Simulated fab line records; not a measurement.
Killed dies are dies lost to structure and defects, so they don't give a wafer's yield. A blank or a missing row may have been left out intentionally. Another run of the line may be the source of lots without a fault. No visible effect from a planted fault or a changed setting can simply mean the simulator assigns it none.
fab line records / flow n5Finfet
record: lots: 12 wafers: 35 lastDay: 21
route steps=1938 shown BEOL_M5@1171 MIM_BOT_ETCH@1869 PASSIVATION@1931
lots that met no fault: from a run of the same line without faults
startH: the number of hours between the record's first day and the start of the first shown wafer of the lot / waitH: time in hours since the lot's previous step / " identical to the entry in the row above / L1.1+2: several wafers, shown together as one row / - value missing, or start not given / * or withheld: withheld / < > ~ a bound
route shown NAME@n: NAME is a module with steps in the file, n the number in the route of the first one / usual: mean/standard deviation of fault-free wafers / same: alike in all rows / chamber/n: place in a boat / sites: readings site by site / _std_site: the values' standard deviation / _edge_site: inner sites' mean taken away from outer sites' mean / radiusMm: for every site, how far away it sits from the centre of the wafer / mask NAME#n: copy n / behind: the tool/chamber that last shaped the wafer / hold: what put the lot on hold/how long, in hours/how the hold closed / device: the transistor (n, p or np) that didn't switch / end of line: tests run on the same wafers once the route is complete / a step given without rows: its recipe and nothing more / killed: not the wafer's yield, but the dies lost to structure and defects at the first sort / map: the dies of a wafer, with x for killed, . for not killed, _ for no die there
set.NAME: the setting as run; set.NAME@STEP: as run at that earlier step / model.NAME: the simulator's own value behind a step, which no gauge read
the route's steps for a sample of lots (tables are steps, rows are wafers)
services: when a tool's chamber went out of use (startH, in hours from the record's first day, below 0 if earlier), for how many hours, and the reason
== steps ==
step: N5_BEOL_M5_PRE_CLEAN_45
recipe: gas: H2/He timeS: 30 tempC: 250
usual: heaterPowerW: 309/27
lot.wafer=L676.1 tool=pvdSputter-02 chamber=- startH=245.55 waitH=0.0 heaterPowerW=282
lot.wafer=L676.4 tool=pvdSputter-02 chamber=- startH=245.55 waitH=0.0 heaterPowerW=313
lot.wafer=L676.6 tool=pvdSputter-02 chamber=- startH=245.55 waitH=0.0 heaterPowerW=276
lot.wafer=L679.2 tool=pvdSputter-03 chamber=- startH=266.41 waitH=0.0 heaterPowerW=269
lot.wafer=L679.3 tool=pvdSputter-03 chamber=- startH=266.41 waitH=0.0 heaterPowerW=299
lot.wafer=L679.5 tool=pvdSputter-03 chamber=- startH=266.41 waitH=0.0 heaterPowerW=310
lot.wafer=L678.2 tool=pvdSputter-02 chamber=- startH=276.71 waitH=0.0 heaterPowerW=339
lot.wafer=L678.4 tool=pvdSputter-02 chamber=- startH=276.71 waitH=0.0 heaterPowerW=279
lot.wafer=L678.6 tool=pvdSputter-02 chamber=- startH=276.71 waitH=0.0 heaterPowerW=337
lot.wafer=L677.2 tool=pvdSputter-02 chamber=- startH=279.73 waitH=0.0 heaterPowerW=281
lot.wafer=L677.4 tool=pvdSputter-02 chamber=- startH=279.73 waitH=0.0 heaterPowerW=309
lot.wafer=L681.4 tool=pvdSputter-03 chamber=- startH=294.75 waitH=0.0 heaterPowerW=316
lot.wafer=L681.5 tool=pvdSputter-03 chamber=- startH=294.75 waitH=0.0 heaterPowerW=325
lot.wafer=L681.6 tool=pvdSputter-03 chamber=- startH=294.75 waitH=0.0 heaterPowerW=263
lot.wafer=L688.2 tool=pvdSputter-01 chamber=- startH=304.63 waitH=0.0 heaterPowerW=369
lot.wafer=L688.3 tool=pvdSputter-01 chamber=- startH=304.63 waitH=0.0 heaterPowerW=306
lot.wafer=L688.4 tool=pvdSputter-01 chamber=- startH=304.63 waitH=0.0 heaterPowerW=335
lot.wafer=L686.1 tool=pvdSputter-01 chamber=- startH=310.21 waitH=0.0 heaterPowerW=359
lot.wafer=L686.4 tool=pvdSputter-01 chamber=- startH=310.21 waitH=0.0 heaterPowerW=341
lot.wafer=L686.5 tool=pvdSputter-01 chamber=- startH=310.21 waitH=0.0 heaterPowerW=319
lot.wafer=L683.3 tool=pvdSputter-03 chamber=- startH=318.26 waitH=0.0 heaterPowerW=325
lot.wafer=L683.5 tool=pvdSputter-03 chamber=- startH=318.26 waitH=0.0 heaterPowerW=334
lot.wafer=L683.6 tool=pvdSputter-03 chamber=- startH=318.26 waitH=0.0 heaterPowerW=326
lot.wafer=L685.2 tool=pvdSputter-02 chamber=- startH=322.73 waitH=0.0 heaterPowerW=349
lot.wafer=L685.3 tool=pvdSputter-02 chamber=- startH=322.73 waitH=0.0 heaterPowerW=281
lot.wafer=L685.6 tool=pvdSputter-02 chamber=- startH=322.73 waitH=0.0 heaterPowerW=306
lot.wafer=L692.3 tool=pvdSputter-02 chamber=- startH=334.88 waitH=0.0 heaterPowerW=308
lot.wafer=L692.4 tool=pvdSputter-02 chamber=- startH=334.88 waitH=0.0 heaterPowerW=280
lot.wafer=L692.6 tool=pvdSputter-02 chamber=- startH=334.88 waitH=0.0 heaterPowerW=280
lot.wafer=L694.2 tool=pvdSputter-01 chamber=- startH=368.31 waitH=0.0 heaterPowerW=316
lot.wafer=L694.3 tool=pvdSputter-01 chamber=- startH=368.31 waitH=0.0 heaterPowerW=334
lot.wafer=L694.5 tool=pvdSputter-01 chamber=- startH=368.31 waitH=0.0 heaterPowerW=365
lot.wafer=L699.4 tool=pvdSputter-02 chamber=- startH=401.90 waitH=0.0 heaterPowerW=285
lot.wafer=L699.5 tool=pvdSputter-02 chamber=- startH=401.90 waitH=0.0 heaterPowerW=278
lot.wafer=L699.6 tool=pvdSputter-02 chamber=- startH=401.90 waitH=0.0 heaterPowerW=313
step: N5_MIM_BOT_ETCH_STRIP_01
recipe: chemistry: O2 powerW: 600 tempC: 60 pressureMtorr: 30 rfFrequencyHz: 6e+07 biasPowerW: 0 overashFraction: 0.5 o2FlowSccm: 225
usual: drypumpMotorCurrentA: 5.71/0.17 oesProductAu: 0.79/0.078 rfVppV: 3.8/1.4 showerheadPlenumPTorr: 2.05/0.067 throttleValvePct: 16.67/0.24
lot.wafer=L676.1 tool=rieDiel-01 chamber=2 startH=347.58 waitH=0.1 drypumpMotorCurrentA=5.65 oesProductAu=0.69 rfHoursCounterH=221 rfVppV=1.9 showerheadPlenumPTorr=2.07 throttleValvePct=17.16
lot.wafer=L676.4 tool=rieDiel-01 chamber=1 startH=347.58 waitH=0.1 drypumpMotorCurrentA=5.50 oesProductAu=0.79 rfHoursCounterH=127 rfVppV=6.1 showerheadPlenumPTorr=2.16 throttleValvePct=16.71
lot.wafer=L676.6 tool=rieDiel-01 chamber=2 startH=347.58 waitH=0.1 drypumpMotorCurrentA=5.63 oesProductAu=0.70 rfHoursCounterH=- rfVppV=2.1 showerheadPlenumPTorr=2.07 throttleValvePct=17.14
lot.wafer=L679.2 tool=rieDiel-03 chamber=1 startH=356.26 waitH=0.1 drypumpMotorCurrentA=5.78 oesProductAu=0.73 rfHoursCounterH=184 rfVppV=4.4 showerheadPlenumPTorr=2.00 throttleValvePct=17.05
lot.wafer=L679.3 tool=rieDiel-03 chamber=3 startH=356.26 waitH=0.1 drypumpMotorCurrentA=5.61 oesProductAu=0.73 rfHoursCounterH=189 rfVppV=2.3 showerheadPlenumPTorr=1.96 throttleValvePct=16.53
lot.wafer=L679.5 tool=rieDiel-03 chamber=3 startH=356.26 waitH=0.1 drypumpMotorCurrentA=5.65 oesProductAu=0.72 rfHoursCounterH=- rfVppV=2.6 showerheadPlenumPTorr=1.96 throttleValvePct=16.53
lot.wafer=L677.2 tool=rieDiel-03 chamber=2 startH=360.38 waitH=0.1 drypumpMotorCurrentA=5.95 oesProductAu=0.68 rfHoursCounterH=241 rfVppV=3.1 showerheadPlenumPTorr=2.14 throttleValvePct=16.83
lot.wafer=L677.4 tool=rieDiel-03 chamber=0 startH=360.38 waitH=0.1 drypumpMotorCurrentA=5.52 oesProductAu=0.91 rfHoursCounterH=8 rfVppV=2.2 showerheadPlenumPTorr=2.07 throttleValvePct=16.42
lot.wafer=L678.2 tool=rieDiel-03 chamber=2 startH=360.88 waitH=0.2 drypumpMotorCurrentA=5.94 oesProductAu=0.68 rfHoursCounterH=241 rfVppV=1.9 showerheadPlenumPTorr=2.14 throttleValvePct=16.79
lot.wafer=L678.4 tool=rieDiel-03 chamber=1 startH=360.88 waitH=0.2 drypumpMotorCurrentA=5.77 oesProductAu=0.71 rfHoursCounterH=186 rfVppV=3.3 showerheadPlenumPTorr=2.00 throttleValvePct=16.96
lot.wafer=L678.6 tool=rieDiel-03 chamber=2 startH=360.88 waitH=0.2 drypumpMotorCurrentA=5.93 oesProductAu=0.68 rfHoursCounterH=- rfVppV=4.3 showerheadPlenumPTorr=2.14 throttleValvePct=16.85
lot.wafer=L681.4 tool=rieDiel-01 chamber=0 startH=401.53 waitH=0.1 drypumpMotorCurrentA=5.76 oesProductAu=0.75 rfHoursCounterH=165 rfVppV=5.6 showerheadPlenumPTorr=1.99 throttleValvePct=16.69
lot.wafer=L681.5 tool=rieDiel-01 chamber=0 startH=401.53 waitH=0.1 drypumpMotorCurrentA=5.77 oesProductAu=0.77 rfHoursCounterH=- rfVppV=4.7 showerheadPlenumPTorr=1.99 throttleValvePct=16.68
lot.wafer=L681.6 tool=rieDiel-01 chamber=1 startH=401.53 waitH=0.1 drypumpMotorCurrentA=5.53 oesProductAu=0.75 rfHoursCounterH=- rfVppV=4.2 showerheadPlenumPTorr=2.15 throttleValvePct=16.68
lot.wafer=L688.2 tool=rieDiel-01 chamber=0 startH=413.02 waitH=0.1 drypumpMotorCurrentA=5.75 oesProductAu=0.77 rfHoursCounterH=172 rfVppV=4.2 showerheadPlenumPTorr=1.99 throttleValvePct=16.70
lot.wafer=L688.3 tool=rieDiel-01 chamber=3 startH=413.02 waitH=0.1 drypumpMotorCurrentA=5.85 oesProductAu=0.84 rfHoursCounterH=69 rfVppV=4.6 showerheadPlenumPTorr=2.02 throttleValvePct=16.23
lot.wafer=L688.4 tool=rieDiel-01 chamber=3 startH=413.02 waitH=0.1 drypumpMotorCurrentA=5.88 oesProductAu=0.83 rfHoursCounterH=- rfVppV=5.4 showerheadPlenumPTorr=2.02 throttleValvePct=16.26
lot.wafer=L683.3 tool=rieDiel-04 chamber=0 startH=419.38 waitH=0.1 drypumpMotorCurrentA=5.86 oesProductAu=0.84 rfHoursCounterH=90 rfVppV=3.4 showerheadPlenumPTorr=2.05 throttleValvePct=16.91
lot.wafer=L683.5 tool=rieDiel-04 chamber=1 startH=419.38 waitH=0.1 drypumpMotorCurrentA=5.90 oesProductAu=0.83 rfHoursCounterH=- rfVppV=4.4 showerheadPlenumPTorr=2.04 throttleValvePct=16.54
lot.wafer=L683.6 tool=rieDiel-04 chamber=2 startH=419.38 waitH=0.1 drypumpMotorCurrentA=5.43 oesProductAu=0.86 rfHoursCounterH=- rfVppV=5.5 showerheadPlenumPTorr=2.14 throttleValvePct=16.54
lot.wafer=L685.2 tool=rieDiel-04 chamber=1 startH=427.15 waitH=0.2 drypumpMotorCurrentA=5.89 oesProductAu=0.82 rfHoursCounterH=82 rfVppV=4.1 showerheadPlenumPTorr=2.04 throttleValvePct=16.59
lot.wafer=L685.3 tool=rieDiel-04 chamber=2 startH=427.15 waitH=0.2 drypumpMotorCurrentA=5.44 oesProductAu=0.85 rfHoursCounterH=62 rfVppV=6.0 showerheadPlenumPTorr=2.13 throttleValvePct=16.53
lot.wafer=L685.6 tool=rieDiel-04 chamber=1 startH=427.15 waitH=0.2 drypumpMotorCurrentA=5.94 oesProductAu=0.83 rfHoursCounterH=- rfVppV=5.2 showerheadPlenumPTorr=2.04 throttleValvePct=16.59
lot.wafer=L686.1 tool=rieDiel-04 chamber=2 startH=427.32 waitH=0.1 drypumpMotorCurrentA=5.42 oesProductAu=0.86 rfHoursCounterH=62 rfVppV=2.4 showerheadPlenumPTorr=2.14 throttleValvePct=16.55
lot.wafer=L686.4 tool=rieDiel-04 chamber=1 startH=427.32 waitH=0.1 drypumpMotorCurrentA=5.91 oesProductAu=0.83 rfHoursCounterH=- rfVppV=6.0 showerheadPlenumPTorr=2.04 throttleValvePct=16.59
lot.wafer=L686.5 tool=rieDiel-04 chamber=2 startH=427.32 waitH=0.1 drypumpMotorCurrentA=5.41 oesProductAu=0.84 rfHoursCounterH=- rfVppV=6.5 showerheadPlenumPTorr=2.13 throttleValvePct=16.54
lot.wafer=L692.3 tool=rieDiel-01 chamber=3 startH=436.98 waitH=0.2 drypumpMotorCurrentA=5.86 oesProductAu=0.82 rfHoursCounterH=78 rfVppV=4.3 showerheadPlenumPTorr=2.01 throttleValvePct=16.24
lot.wafer=L692.4 tool=rieDiel-01 chamber=0 startH=436.98 waitH=0.2 drypumpMotorCurrentA=5.77 oesProductAu=0.75 rfHoursCounterH=- rfVppV=4.3 showerheadPlenumPTorr=1.99 throttleValvePct=16.68
lot.wafer=L692.6 tool=rieDiel-01 chamber=3 startH=436.98 waitH=0.2 drypumpMotorCurrentA=5.86 oesProductAu=0.83 rfHoursCounterH=- rfVppV=5.8 showerheadPlenumPTorr=2.01 throttleValvePct=16.23
lot.wafer=L694.2 tool=rieDiel-03 chamber=3 startH=480.92 waitH=0.2 drypumpMotorCurrentA=5.64 oesProductAu=0.71 rfHoursCounterH=239 rfVppV=3.9 showerheadPlenumPTorr=1.94 throttleValvePct=16.65
lot.wafer=L694.3 tool=rieDiel-03 chamber=0 startH=480.92 waitH=0.2 drypumpMotorCurrentA=5.51 oesProductAu=0.83 rfHoursCounterH=58 rfVppV=5.1 showerheadPlenumPTorr=2.05 throttleValvePct=16.53
lot.wafer=L694.5 tool=rieDiel-03 chamber=3 startH=480.92 waitH=0.2 drypumpMotorCurrentA=5.63 oesProductAu=0.69 rfHoursCounterH=- rfVppV=3.0 showerheadPlenumPTorr=1.94 throttleValvePct=16.63
lot.wafer=L699.4 tool=rieDiel-01 chamber=1 startH=496.62 waitH=0.1 drypumpMotorCurrentA=5.52 oesProductAu=0.75 rfHoursCounterH=178 rfVppV=5.8 showerheadPlenumPTorr=2.14 throttleValvePct=16.77
lot.wafer=L699.5 tool=rieDiel-01 chamber=1 startH=496.62 waitH=0.1 drypumpMotorCurrentA=5.53 oesProductAu=0.74 rfHoursCounterH=- rfVppV=4.6 showerheadPlenumPTorr=2.14 throttleValvePct=16.74
lot.wafer=L699.6 tool=rieDiel-01 chamber=2 startH=496.62 waitH=0.1 drypumpMotorCurrentA=5.66 oesProductAu=0.92 rfHoursCounterH=- rfVppV=3.3 showerheadPlenumPTorr=2.05 throttleValvePct=16.75
step: N5_PASSIVATION_STRIP_48
recipe: chemistry: O2 powerW: 600 tempC: 60 pressureMtorr: 30 rfFrequencyHz: 6e+07 biasPowerW: 0 overashFraction: 0.5 o2FlowSccm: 225
usual: drypumpMotorCurrentA: 5.70/0.21 oesProductAu: 0.79/0.076 rfVppV: 3.7/2.7 showerheadPlenumPTorr: 2.05/0.066 throttleValvePct: 16.66/0.23
lot.wafer=L676.1 tool=rieDiel-03 chamber=1 startH=353.95 waitH=0.1 drypumpMotorCurrentA=5.79 oesProductAu=0.71 rfHoursCounterH=183 rfVppV=1.3 showerheadPlenumPTorr=2.00 throttleValvePct=16.99
lot.wafer=L676.4 tool=rieDiel-03 chamber=2 startH=353.95 waitH=0.1 drypumpMotorCurrentA=5.95 oesProductAu=0.69 rfHoursCounterH=239 rfVppV=2.5 showerheadPlenumPTorr=2.14 throttleValvePct=16.73
lot.wafer=L676.6 tool=rieDiel-03 chamber=2 startH=353.95 waitH=0.1 drypumpMotorCurrentA=5.92 oesProductAu=0.69 rfHoursCounterH=- rfVppV=3.9 showerheadPlenumPTorr=2.14 throttleValvePct=16.81
lot.wafer=L679.2 tool=rieDiel-03 chamber=1 startH=364.88 waitH=0.1 drypumpMotorCurrentA=5.79 oesProductAu=0.71 rfHoursCounterH=187 rfVppV=6.2 showerheadPlenumPTorr=2.01 throttleValvePct=17.04
lot.wafer=L679.3 tool=rieDiel-03 chamber=2 startH=364.88 waitH=0.1 drypumpMotorCurrentA=6.02 oesProductAu=0.69 rfHoursCounterH=242 rfVppV=5.3 showerheadPlenumPTorr=2.14 throttleValvePct=16.80
lot.wafer=L679.5 tool=rieDiel-03 chamber=1 startH=364.88 waitH=0.1 drypumpMotorCurrentA=5.80 oesProductAu=0.74 rfHoursCounterH=- rfVppV=6.3 showerheadPlenumPTorr=2.00 throttleValvePct=16.97
lot.wafer=L677.2 tool=rieDiel-01 chamber=2 startH=367.99 waitH=0.1 drypumpMotorCurrentA=5.63 oesProductAu=0.67 rfHoursCounterH=228 rfVppV=0 showerheadPlenumPTorr=2.07 throttleValvePct=17.22
lot.wafer=L677.4 tool=rieDiel-01 chamber=1 startH=367.99 waitH=0.1 drypumpMotorCurrentA=5.58 oesProductAu=0.76 rfHoursCounterH=134 rfVppV=0.7 showerheadPlenumPTorr=2.16 throttleValvePct=16.67
lot.wafer=L678.2 tool=rieDiel-03 chamber=2 startH=368.36 waitH=0.1 drypumpMotorCurrentA=5.95 oesProductAu=0.68 rfHoursCounterH=243 rfVppV=2.3 showerheadPlenumPTorr=2.14 throttleValvePct=16.87
lot.wafer=L678.4 tool=rieDiel-03 chamber=3 startH=368.36 waitH=0.1 drypumpMotorCurrentA=5.67 oesProductAu=0.75 rfHoursCounterH=193 rfVppV=7.0 showerheadPlenumPTorr=1.96 throttleValvePct=16.65
lot.wafer=L678.6 tool=rieDiel-03 chamber=0 startH=368.36 waitH=0.1 drypumpMotorCurrentA=5.51 oesProductAu=0.94 rfHoursCounterH=- rfVppV=4.9 showerheadPlenumPTorr=2.07 throttleValvePct=16.44
lot.wafer=L681.4 tool=rieDiel-04 chamber=1 startH=408.12 waitH=0.0 drypumpMotorCurrentA=5.89 oesProductAu=0.87 rfHoursCounterH=- rfVppV=4.1 showerheadPlenumPTorr=2.04 throttleValvePct=16.52
lot.wafer=L681.5 tool=rieDiel-04 chamber=0 startH=408.12 waitH=0.0 drypumpMotorCurrentA=5.89 oesProductAu=0.81 rfHoursCounterH=- rfVppV=1.4 showerheadPlenumPTorr=2.05 throttleValvePct=16.90
lot.wafer=L681.6 tool=rieDiel-04 chamber=2 startH=408.12 waitH=0.0 drypumpMotorCurrentA=5.39 oesProductAu=0.81 rfHoursCounterH=- rfVppV=2.5 showerheadPlenumPTorr=2.14 throttleValvePct=16.45
lot.wafer=L688.2 tool=rieDiel-04 chamber=2 startH=426.65 waitH=0.1 drypumpMotorCurrentA=5.42 oesProductAu=0.83 rfHoursCounterH=61 rfVppV=5.0 showerheadPlenumPTorr=2.13 throttleValvePct=16.52
lot.wafer=L688.3 tool=rieDiel-04 chamber=0 startH=426.65 waitH=0.1 drypumpMotorCurrentA=5.90 oesProductAu=0.78 rfHoursCounterH=94 rfVppV=1.6 showerheadPlenumPTorr=2.05 throttleValvePct=16.95
lot.wafer=L688.4 tool=rieDiel-04 chamber=2 startH=426.65 waitH=0.1 drypumpMotorCurrentA=5.38 oesProductAu=0.83 rfHoursCounterH=- rfVppV=5.2 showerheadPlenumPTorr=2.14 throttleValvePct=16.56
lot.wafer=L683.3 tool=rieDiel-03 chamber=3 startH=427.71 waitH=0.1 drypumpMotorCurrentA=5.67 oesProductAu=0.71 rfHoursCounterH=218 rfVppV=0 showerheadPlenumPTorr=1.95 throttleValvePct=16.64
lot.wafer=L683.5 tool=rieDiel-03 chamber=2 startH=427.71 waitH=0.1 drypumpMotorCurrentA=5.97 oesProductAu=0.95 rfHoursCounterH=- rfVppV=5.7 showerheadPlenumPTorr=2.13 throttleValvePct=16.46
lot.wafer=L683.6 tool=rieDiel-03 chamber=1 startH=427.71 waitH=0.1 drypumpMotorCurrentA=5.77 oesProductAu=0.71 rfHoursCounterH=- rfVppV=6.3 showerheadPlenumPTorr=2.00 throttleValvePct=17.03
lot.wafer=L685.2 tool=rieDiel-01 chamber=1 startH=432.42 waitH=0.1 drypumpMotorCurrentA=5.57 oesProductAu=0.76 rfHoursCounterH=154 rfVppV=2.9 showerheadPlenumPTorr=2.15 throttleValvePct=16.66
lot.wafer=L685.3 tool=rieDiel-01 chamber=0 startH=432.42 waitH=0.1 drypumpMotorCurrentA=5.75 oesProductAu=0.78 rfHoursCounterH=179 rfVppV=0.5 showerheadPlenumPTorr=1.99 throttleValvePct=16.72
lot.wafer=L685.6 tool=rieDiel-01 chamber=0 startH=432.42 waitH=0.1 drypumpMotorCurrentA=5.72 oesProductAu=0.76 rfHoursCounterH=- rfVppV=7.5 showerheadPlenumPTorr=1.99 throttleValvePct=16.77
lot.wafer=L686.1 tool=rieDiel-03 chamber=3 startH=432.96 waitH=0.1 drypumpMotorCurrentA=5.65 oesProductAu=0.71 rfHoursCounterH=220 rfVppV=0.8 showerheadPlenumPTorr=1.95 throttleValvePct=16.55
lot.wafer=L686.4 tool=rieDiel-03 chamber=1 startH=432.96 waitH=0.1 drypumpMotorCurrentA=5.76 oesProductAu=0.70 rfHoursCounterH=211 rfVppV=5.7 showerheadPlenumPTorr=2.00 throttleValvePct=17.02
lot.wafer=L686.5 tool=rieDiel-03 chamber=1 startH=432.96 waitH=0.1 drypumpMotorCurrentA=5.80 oesProductAu=0.68 rfHoursCounterH=- rfVppV=1.4 showerheadPlenumPTorr=1.99 throttleValvePct=17.06
lot.wafer=L692.3 tool=rieDiel-04 chamber=3 startH=445.25 waitH=0.1 drypumpMotorCurrentA=5.27 oesProductAu=0.68 rfHoursCounterH=244 rfVppV=4.5 showerheadPlenumPTorr=2.16 throttleValvePct=17.33
lot.wafer=L692.4 tool=rieDiel-04 chamber=2 startH=445.25 waitH=0.1 drypumpMotorCurrentA=5.37 oesProductAu=0.88 rfHoursCounterH=69 rfVppV=1.9 showerheadPlenumPTorr=2.13 throttleValvePct=16.57
lot.wafer=L692.6 tool=rieDiel-04 chamber=1 startH=445.25 waitH=0.1 drypumpMotorCurrentA=5.94 oesProductAu=0.78 rfHoursCounterH=- rfVppV=0.8 showerheadPlenumPTorr=2.04 throttleValvePct=16.58
lot.wafer=L694.2 tool=rieDiel-03 chamber=0 startH=489.02 waitH=0.1 drypumpMotorCurrentA=5.52 oesProductAu=0.84 rfHoursCounterH=62 rfVppV=2.1 showerheadPlenumPTorr=2.05 throttleValvePct=16.51
lot.wafer=L694.3 tool=rieDiel-03 chamber=1 startH=489.02 waitH=0.1 drypumpMotorCurrentA=5.79 oesProductAu=0.69 rfHoursCounterH=229 rfVppV=1.2 showerheadPlenumPTorr=1.99 throttleValvePct=17.11
lot.wafer=L694.5 tool=rieDiel-03 chamber=0 startH=489.02 waitH=0.1 drypumpMotorCurrentA=5.54 oesProductAu=0.85 rfHoursCounterH=- rfVppV=2.3 showerheadPlenumPTorr=2.05 throttleValvePct=16.57
lot.wafer=L699.4 tool=rieDiel-03 chamber=0 startH=503.83 waitH=0.1 drypumpMotorCurrentA=5.52 oesProductAu=0.83 rfHoursCounterH=67 rfVppV=4.9 showerheadPlenumPTorr=2.05 throttleValvePct=16.54
lot.wafer=L699.5 tool=rieDiel-03 chamber=3 startH=503.83 waitH=0.1 drypumpMotorCurrentA=5.63 oesProductAu=0.70 rfHoursCounterH=- rfVppV=6.2 showerheadPlenumPTorr=1.94 throttleValvePct=16.64
lot.wafer=L699.6 tool=rieDiel-03 chamber=2 startH=503.83 waitH=0.1 drypumpMotorCurrentA=5.98 oesProductAu=0.92 rfHoursCounterH=- rfVppV=0.6 showerheadPlenumPTorr=2.12 throttleValvePct=16.46
step: N5_PASSIVATION_PROBE_49
usual: defectLimitedYield: 90.9/1.6 killed_at_M0_to_M3: 37/11 killed_at_M4_up: 15/5.6 killedAtContacts: 13/6.4 killedAtFrontEnd: 39/11 killedAtOther: 4/3.1 killedDies: 107/19 killedOnRim: 14/4.3 killedOpen: 71/14 killedShort: 34/7.8 sort_bin_4_leakage: 0.01/0.053 sort_bin_5_function: 5.3/1 sort_bin_6_memory: 3.4/0.72 sort_bin_8_speed: 0.0/0.42 sortNPass: 1072/20 sortYieldPct: 90.9/1.7
same: grossDies: 1180 killedAtBackSide: 0
lot.wafer=L694.2 tool=prober-02 chamber=- startH=491.57 waitH=0.1 defectLimitedYield[%]=91.0 killed_at_M0_to_M3=26 killed_at_M4_up=17 killedAtContacts=9 killedAtFrontEnd=51 killedAtOther=3 killedDies=106 killedOnRim=17 killedOpen=64 killedShort=40 sort_bin_4_leakage[%]=0 sort_bin_5_function[%]=5.3 sort_bin_6_memory[%]=3.4 sort_bin_8_speed[%]=0 sortNPass=1074 sortYieldPct[%]=91.0
lot.wafer=L694.3 tool=prober-02 chamber=- startH=491.62 waitH=0.1 defectLimitedYield[%]=89.7 killed_at_M0_to_M3=29 killed_at_M4_up=25 killedAtContacts=14 killedAtFrontEnd=52 killedAtOther=1 killedDies=121 killedOnRim=17 killedOpen=81 killedShort=35 sort_bin_4_leakage[%]=0 sort_bin_5_function[%]=5.8 sort_bin_6_memory[%]=4.2 sort_bin_8_speed[%]=0 sortNPass=1059 sortYieldPct[%]=89.7
lot.wafer=L694.5 tool=prober-02 chamber=- startH=491.72 waitH=0.2 defectLimitedYield[%]=86.6 killed_at_M0_to_M3=35 killed_at_M4_up=73 killedAtContacts=10 killedAtFrontEnd=37 killedAtOther=3 killedDies=158 killedOnRim=28 killedOpen=67 killedShort=32 sort_bin_4_leakage[%]=0 sort_bin_5_function[%]=8.6 sort_bin_6_memory[%]=3.6 sort_bin_8_speed[%]=0 sortNPass=1022 sortYieldPct[%]=86.6
killed by level:class
L694.2 FIN_SAQP:geometricParticle:short=12 FIN_SAQP:geometricParticle:open=11 BEOL_M4:geometricParticle:open=10 STI_FIN_REVEAL:geometricParticle:open=9 MOL_CONTACT_COAG:geometricParticle:open=9 BEOL_M1:geometricParticle:open=6 STI_FIN_REVEAL:geometricParticle:short=5 BEOL_M0:geometricParticle:open=4
L694.3 STI_FIN_REVEAL:geometricParticle:open=15 MOL_CONTACT_COAG:geometricParticle:open=10 BEOL_M4:geometricParticle:open=10 FIN_SAQP:geometricParticle:short=9 FIN_SAQP:geometricParticle:open=8 BEOL_M1:geometricParticle:open=7 BEOL_M0_SAQP:geometricParticle:short=5 BEOL_M5:geometricParticle:short=5
L694.5 BEOL_M5:unspecified=58 STI_FIN_REVEAL:geometricParticle:open=11 BEOL_M0_SAQP:geometricParticle:open=10 BEOL_M0_SAQP:geometricParticle:short=8 FIN_SAQP:geometricParticle:open=7 MOL_CONTACT_COAG:geometricParticle:open=6 FIN_SAQP:geometricParticle:short=5 DUMMY_GATE:geometricParticle:open=5
== services ==
tool=rieDiel-03 chamber=2 startH=238.86 hours=1.8 kind=repair
tool=rieDiel-03 chamber=3 startH=254.51 hours=19.3 kind=repair
tool=rieDiel-03 chamber=3 startH=289.92 hours=5.3 kind=repair
tool=rieDiel-04 chamber=0 startH=298.90 hours=4.3 kind=repair
tool=rieDiel-03 chamber=0 startH=309.46 hours=- kind=clean
tool=rieDiel-03 chamber=0 startH=309.46 hours=- kind=consumableReplace:focusRing
tool=rieDiel-03 chamber=0 startH=309.46 hours=30.7 kind=scheduledDown
tool=rieDiel-03 chamber=0 startH=309.46 hours=30.7 kind=ventCycle
tool=rieDiel-04 chamber=2 startH=332.82 hours=4.0 kind=repair
tool=rieDiel-03 chamber=2 startH=390.73 hours=- kind=clean
tool=rieDiel-03 chamber=2 startH=390.73 hours=- kind=consumableReplace:focusRing
tool=rieDiel-03 chamber=2 startH=390.73 hours=25.9 kind=scheduledDown
tool=rieDiel-03 chamber=2 startH=390.73 hours=25.9 kind=ventCycle
tool=rieDiel-01 chamber=0 startH=394.03 hours=3.4 kind=repair
tool=rieDiel-04 chamber=3 startH=403.00 hours=26.1 kind=repair
tool=rieDiel-01 chamber=1 startH=409.37 hours=8.5 kind=repair
tool=rieDiel-03 chamber=1 startH=417.77 hours=8.0 kind=repair
tool=rieDiel-01 chamber=2 startH=426.22 hours=- kind=clean
tool=rieDiel-01 chamber=2 startH=426.22 hours=- kind=consumableReplace:focusRing
tool=rieDiel-03 chamber=2 startH=439.39 hours=1.4 kind=repair
tool=pvdSputter-02 chamber=- startH=472.31 hours=0.6 kind=repair
tool=rieDiel-04 chamber=3 startH=476.30 hours=4.0 kind=repair
tool=pvdSputter-01 chamber=- startH=481.99 hours=1.0 kind=repair
tool=pvdSputter-02 chamber=- startH=499.08 hours=2.0 kind=repair
== key ==
firstSign: step: N5_PASSIVATION_PROBE_49 reading: killed_at_M4_up direction: up sigmas: 10 usual: 15 struck: 73
effect: step: N5_PASSIVATION_PROBE_49 reading: defectLimitedYield direction: down sigmas: 2.7 usual: 90.9 struck: 86.6
moreKillsBornAt: N5_BEOL_M5_PRE_CLEAN_45@pvdSputter-01: 58
metAt N5_BEOL_M5_PRE_CLEAN_45
struckLots L694
struckWafers L694.5
notActingAt N5_MIM_BOT_ETCH_STRIP_01,N5_PASSIVATION_STRIP_48
onsetBetween 310.21 368.31
fault: kind: chamberParticleSource tool: pvdSputter-01 chamber: - onsetH: 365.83 steps: N5_BEOL_M5_PRE_CLEAN_45 ratePerVisitCm2: 1.0954 endH: 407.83 scope: struckWafersOnly
